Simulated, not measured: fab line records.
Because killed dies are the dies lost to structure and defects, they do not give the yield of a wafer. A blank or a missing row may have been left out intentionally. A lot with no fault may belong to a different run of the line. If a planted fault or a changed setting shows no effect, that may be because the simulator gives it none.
Matching of chambers    flow nand-harc    pecvd-03 running NHARC_A_CONTACT_DEP_58: 3 sister chambers
The step deposits SiON, target thk 90 nm. 6 wafers are shown with their chamber, then 9 later ones without.

== WAFERS, EACH WITH ITS CHAMBER ==
wafer   chamber  chamber-pressure-Torr (Torr)  heater-power-w (W)
L083.1  1        3.496                         864
L083.3  0        3.504                         816
L083.6  2        3.511                         763
L089.1  2        3.503                         830
L089.3  1        3.489                         745
L089.5  0        3.485                         765

== WAFERS MISSING THEIR CHAMBER ==
wafer   chamber-pressure-Torr (Torr)  heater-power-w (W)
L092.1  3.509                         764
L092.5  3.507                         748
L092.6  3.505                         733
L093.1  3.501                         805
L093.3  3.502                         772
L093.6  3.504                         768
L097.1  3.493                         715
L097.5  3.493                         833
L097.6  3.494                         839

== WHICH CHAMBER EACH ONE RAN IN ==
wafer   from the rows above           in truth
L092.1  can't be placed: 2 or 0 or 1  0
L092.5  can't be placed: 2 or 0 or 1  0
L092.6  can't be placed: 2 or 0 or 1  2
L093.1  can't be placed: 2 or 0 or 1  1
L093.3  can't be placed: 2 or 0 or 1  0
L093.6  can't be placed: 2 or 0 or 1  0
L097.1  can't be placed: 0 or 1 or 2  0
L097.5  can't be placed: 1 or 0 or 2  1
L097.6  can't be placed: 1 or 0 or 2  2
0 of 9 placed correctly. Can't be placed from these rows: 9 (the true chamber is among the candidates in 9). Number placed wrongly: 0.
How it was worked out, from the rows above alone: a wafer's distance from a chamber is the root of the sum, over the readings, of the square of ((its reading less the chamber's mean) divided by the reading's scatter). If the next closest chamber is less than 2 further off than the closest, the wafer can't be placed; otherwise it belongs to the closest. For every chamber, the mean is computed from those of its wafers that are shown. How the scatter is found: for the shown wafers, subtract from each reading the mean of its chamber, square and add these, divide the total by (wafers less chambers), then take the root.
